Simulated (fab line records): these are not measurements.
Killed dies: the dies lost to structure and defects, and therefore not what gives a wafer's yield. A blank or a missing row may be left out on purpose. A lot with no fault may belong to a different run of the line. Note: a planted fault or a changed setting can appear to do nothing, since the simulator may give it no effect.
A lot that was struck, set against a sound lot -- flow nandHarc -- 45 steps out of a route of 1159
Sound: wafers L722.3, L722.5, L722.6. Struck: wafer L715.4 (L715.2, L715.3, from the same lot, were not struck and are left out); the cause is given at the end.
Each step with rows lists, per side, the tool, then ch with its chambers, then its first start. Under that, the readings that differ: sound wafers -- struck wafers -- difference of the means -- sigmas: that difference in standard deviations of wafers without a fault.
alike: words and numbers the same on both sides, and readings whose means are apart by under 2 such deviations; not compared: readings that were withheld, readings missing a value for some wafer, numbers with overlapping values and no deviation given by the record, and bounds like >300 which may hide the same value.
The two part at a step that has a row with sigmas, a row that says differs or no value, or rows on one side only. Numbers that have no deviation but don't overlap get no sigmas and don't part them. Lack of a reading on every wafer of one side parts them only where that side has two or more wafers.

first, 7 steps without rows for these wafers: NHARC_P_ZERO_WELL_COAT_64 (time 65 s); NHARC_P_ZERO_WELL_COAT_05 (resist thk 600 nm); NHARC_P_ZERO_WELL_SOFTBAKE_06 (time 70 s); NHARC_P_ZERO_WELL_EBR_07; NHARC_P_ZERO_WELL_EXPOSE_08 (exposes mask P ZERO, target cd 500 nm); NHARC_P_ZERO_WELL_PEB_09 (peb time 80 s); NHARC_P_ZERO_WELL_DEVELOP_10 (time 50 s).
NHARC_P_ZERO_WELL_CD_MEAS_11: the cd target is 500 nm.
  sound on cdSem-02 ch 0, day 6 01:14; struck on cdSem-01 ch 0, day 4 07:16
reading,sound,struck,difference,sigmas
cdNm (nm),500.1 502.1 502.0,497.3,-4.1,-2
then, 1 step without rows for these wafers: NHARC_P_ZERO_WELL_HARDBAKE_12 (time 65 s).
NHARC_P_ZERO_WELL_DESCUM_13: chemistry O2, time 3 s.
  sound on rieDiel-04 ch 0,3, day 6 01:24; struck on rieDiel-07 ch 3, day 4 07:25
reading,sound,struck,difference,sigmas
throttleValvePct (%),11.303 11.319 11.317,11.294,-0.019,-2
  alike: chamberPressureMTorr, drypumpMotorCurrentA, oesProductAu, rfVppV, showerheadPlenumPTorr
  not compared: rfHoursCounterH
NHARC_P_ZERO_WELL_ETCH_65: etches the open film in N2/H2, target depth 80 nm, overetch 24 nm, time 87.88 s.
  sound on rieDiel-04 ch 0,3, day 6 01:29; struck on rieDiel-07 ch 3, day 4 07:31
reading,sound,struck,difference,sigmas
oesProductAu (a.u.),1.004 1.010 1.001,0.979,-0.026,-3
  alike: biasW, chamberPressureMTorr, drypumpMotorCurrentA, h2FlowSccm, rfVppV, showerheadPlenumPTorr, throttleValvePct
  not compared: rfHoursCounterH
NHARC_P_ZERO_WELL_ETCH_62: etches the open film in CHF3/Ar, target depth 13 nm, time 6.5 s.
  sound on rieDiel-04 ch 0,2,3; struck on rieDiel-07 ch 3
reading,sound,struck,difference,sigmas
throttleValvePct (%),20.208 20.206 20.219,20.230,+0.019,+2
  alike: biasW, chamberPressureMTorr, drypumpMotorCurrentA, oesProductAu, rfVppV, showerheadPlenumPTorr
  not compared: rfHoursCounterH
NHARC_P_ZERO_WELL_ETCH_63: etches the open film in HBr/Cl2, target depth 120 nm, time 40.1 s.
  sound on rieSi-06 ch 0,2, day 6 01:41; struck on rieSi-03 ch 1, day 4 07:41
  alike: biasW, chamberPressureMTorr, drypumpMotorCurrentA, mfcCl2Sccm, oesProductAu, throttleValvePct
  not compared: rfHoursCounterH
then, 9 steps without rows for these wafers: NHARC_P_ZERO_WELL_STRIP_15 (strips in SPM, time 900 s); NHARC_P_ZERO_WELL_DEHYDRATE_16 (time 120 s); NHARC_P_ZERO_WELL_HMDS_17 (time 30 s); NHARC_P_ZERO_WELL_COAT_18; NHARC_P_ZERO_WELL_SOFTBAKE_19 (time 95 s); NHARC_P_ZERO_WELL_EBR_20; NHARC_P_ZERO_WELL_EXPOSE_21 (exposes mask P NWELL, target cd 720 nm); NHARC_P_ZERO_WELL_PEB_22 (peb time 85 s); NHARC_P_ZERO_WELL_DEVELOP_23 (time 70 s).
NHARC_P_ZERO_WELL_CD_MEAS_24: the cd target is 720 nm.
  sound on cdSem-03 ch 0, day 6 02:29; struck on cdSem-03 ch 0, day 4 08:37
reading,sound,struck,difference,sigmas
cdNm (nm),721.2 720.0 723.2,716.2,-5.3,-3
then, 1 step without rows for these wafers: NHARC_P_ZERO_WELL_HARDBAKE_25 (time 80 s).
NHARC_P_ZERO_WELL_DESCUM_26: chemistry O2, time 3 s.
  sound on rieDiel-04 ch 0,1, day 6 02:39; struck on rieDiel-07 ch 1, day 4 08:46
  alike: chamberPressureMTorr, drypumpMotorCurrentA, oesProductAu, rfVppV, showerheadPlenumPTorr, throttleValvePct
  not compared: rfHoursCounterH
then, 12 steps without rows for these wafers: NHARC_P_ZERO_WELL_IMPLANT_27; NHARC_P_ZERO_WELL_IMPLANT_57; NHARC_P_ZERO_WELL_IMPLANT_58; NHARC_P_ZERO_WELL_STRIP_28 (strips in SPM, time 840 s); NHARC_P_ZERO_WELL_DEHYDRATE_29 (time 120 s); NHARC_P_ZERO_WELL_HMDS_30 (time 30 s); NHARC_P_ZERO_WELL_COAT_31; NHARC_P_ZERO_WELL_SOFTBAKE_32 (time 95 s); NHARC_P_ZERO_WELL_EBR_33; NHARC_P_ZERO_WELL_EXPOSE_34 (exposes mask P PWELL, target cd 720 nm); NHARC_P_ZERO_WELL_PEB_35 (peb time 85 s); NHARC_P_ZERO_WELL_DEVELOP_36 (time 70 s).
NHARC_P_ZERO_WELL_CD_MEAS_37: the cd target is 720 nm.
  sound on cdSem-02 ch 0, day 6 04:00; struck on cdSem-02 ch 0, day 4 10:15
  alike: cdNm
then, 1 step without rows for these wafers: NHARC_P_ZERO_WELL_HARDBAKE_38 (time 80 s).
NHARC_P_ZERO_WELL_DESCUM_39: chemistry O2, time 3 s.
  sound on rieDiel-04 ch 0,3, day 6 04:10; struck on rieDiel-04 ch 3, day 4 10:24
  alike: chamberPressureMTorr, drypumpMotorCurrentA, oesProductAu, rfVppV, showerheadPlenumPTorr, throttleValvePct
  not compared: rfHoursCounterH
then, 2 steps without rows for these wafers: NHARC_P_ZERO_WELL_IMPLANT_40; NHARC_P_ZERO_WELL_IMPLANT_59.
NHARC_P_ZERO_WELL_INSPECT_43:
  struck on defectInspect-02, day 4 13:35; sound on defectInspect-01, day 6 07:33
reading,sound,struck,difference,sigmas
rawDefectCount,23 17 22,411,+390,+70
NHARC_P_STI_INSPECT_11:
  struck on defectInspect-01, day 5 04:59; sound on defectInspect-02, day 6 23:09
reading,sound,struck,difference,sigmas
rawDefectCount,9 10 14,394,+383,+99 or more
-- the record jumps here: 18 days lie between the struck wafers' starts before and after (it left off in module P_STI and takes up again in module END, whose first step shown is number 1159 of the route) --
NHARC_END_SORT_01:
  at this point the record logs the struck wafers (prober-01 ch 0, day 23 04:11) and has no rows for the sound ones

WHERE THEY PART
At NHARC_P_ZERO_WELL_CD_MEAS_11 first; at NHARC_END_SORT_01 last (within this record only).

WHY: the cause the simulator had injected
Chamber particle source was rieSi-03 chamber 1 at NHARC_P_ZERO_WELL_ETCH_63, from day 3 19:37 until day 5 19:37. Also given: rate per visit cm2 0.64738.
